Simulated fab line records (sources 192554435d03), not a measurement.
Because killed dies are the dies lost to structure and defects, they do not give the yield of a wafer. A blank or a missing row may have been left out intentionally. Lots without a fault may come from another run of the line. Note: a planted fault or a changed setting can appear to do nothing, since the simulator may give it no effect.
Split-lot study ; flow n5Finfet ; route with 1938 steps; 7 lots, 21 wafers read

## ON THE SPLIT
At N5_FIN_SAQP_PECVD_06 (deposits a-Si from SiH4/He, target thk 60 nm, time 48.1 s), the setting timeS was moved away from the recipe's 48.1 s on 8 of the 21 wafers read, by -11.6% to +6.7%. All remaining wafers had this setting at the recipe value.

The reading is taken at the split's own step.

## THE READING
a-Si_of_FIN_SAQP_PECVD_06.thkNm (the simulator's own value, which no gauge read), in nm, at N5_FIN_SAQP_PECVD_06 (deposits a-Si from SiH4/He, target thk 60 nm, time 48.1 s). The file does not state a usual value for it. Across the 13 wafers here that went through the recipe, the average is 60.11 nm and the standard deviation 0.58 nm.

wafer;tool, chamber at the split;timeS as run, s;against the recipe;a-Si_of_FIN_SAQP_PECVD_06.thkNm, nm;against lot-mates on the recipe
L076.2;pecvd-04, 0;48.1;recipe;60.28;-
L076.3;pecvd-04, 1;48.1;recipe;60.2;-
L076.5;pecvd-04, 1;42.5;-11.6%;53.22;-7.02
L078.1;pecvd-04, 0;48.1;recipe;59.78;-
L078.2;pecvd-04, 1;48.1;recipe;59.98;-
L078.6;pecvd-04, 1;48.1;recipe;60.97;-
L082.2;pecvd-02, 0;48.1;recipe;59.87;-
L082.3;pecvd-02, 1;48.1;recipe;59.68;-
L082.4;pecvd-02, 0;48.1;recipe;59.72;-
L083.1;pecvd-01, 2;45.28;-5.9%;57.78;-3.52
L083.2;pecvd-01, 1;45.28;-5.9%;55.53;-5.77
L083.5;pecvd-01, 1;48.1;recipe;61.3;-
L085.1;pecvd-02, 2;48.1;recipe;59.32;-
L085.2;pecvd-02, 0;43.23;-10.1%;53.52;-5.80
L085.5;pecvd-02, 0;43.23;-10.1%;53.81;-5.51
L090.1;pecvd-01, 2;51.34;+6.7%;63.66;+3.20
L090.5;pecvd-01, 0;48.1;recipe;60.07;-
L090.6;pecvd-01, 1;48.1;recipe;60.84;-
L093.1;pecvd-04, 1;44.87;-6.7%;55.6;-3.83
L093.3;pecvd-04, 0;48.1;recipe;59.43;-
L093.5;pecvd-04, 0;44.87;-6.7%;55.88;-3.55

FIT RESULTS
A straight line over all 21 wafers: a-Si_of_FIN_SAQP_PECVD_06.thkNm changes by +0.607 nm for each +1% of timeS; r = +0.98; the points scatter about the line by 0.63 nm.
The same after taking each lot's own level away (the mean of its wafers on the recipe; 21 wafers): +0.579 nm for each +1%; r = +0.98; scatter 0.62 nm.
The reading moves by 6.7 nm for the largest change in timeS, on that fit.
Across the lots, their own levels run from 59.320 to 61.300 nm, a range of 3.4 times the standard deviation given above.
The two slopes agree, so the slope changes little with the lot-to-lot level.
Check: for one of the wafers moved furthest among these (-11.6%), held out of the fit, the line's prediction against its lot-mates is -6.82 nm. Against them it came out at -7.02 nm.

## THESE WAFERS: OTHER SPLITS
These wafers also went through other splits before the reading. Each is held against what the fit with the lots' levels taken away leaves over:
other split on the same wafers;wafers away from the commonest value;r with a-Si_of_FIN_SAQP_PECVD_06.thkNm (lot level and that fit taken away)
N5_ZERO_LAYER_EXPOSE_08 doseMj;6;-0.04
N5_ZERO_LAYER_DEVELOP_10 developTimeS;5;+0.10
N5_FIN_SAQP_PECVD_48 timeS;5;-0.22

## THE WHOLE CHAIN: every reading that the file lists as answering this split, in the file's order
step;what it does;reading;change (the file's fit);r (the file's)
N5_FIN_SAQP_PECVD_06;deposits a-Si from SiH4/He, target thk 60 nm, time 48.1 s;a-Si_of_FIN_SAQP_PECVD_06.thkNm (the simulator's own value, which no gauge read);+0.586 nm for each +1% of the setting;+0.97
N5_FIN_SAQP_THK_MEAS_07;;thkNm;withheld for each +1% of the setting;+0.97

## FILE'S OWN FIT
a-Si_of_FIN_SAQP_PECVD_06.thkNm changes by +0.586 nm for each +1% of timeS, r = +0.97.
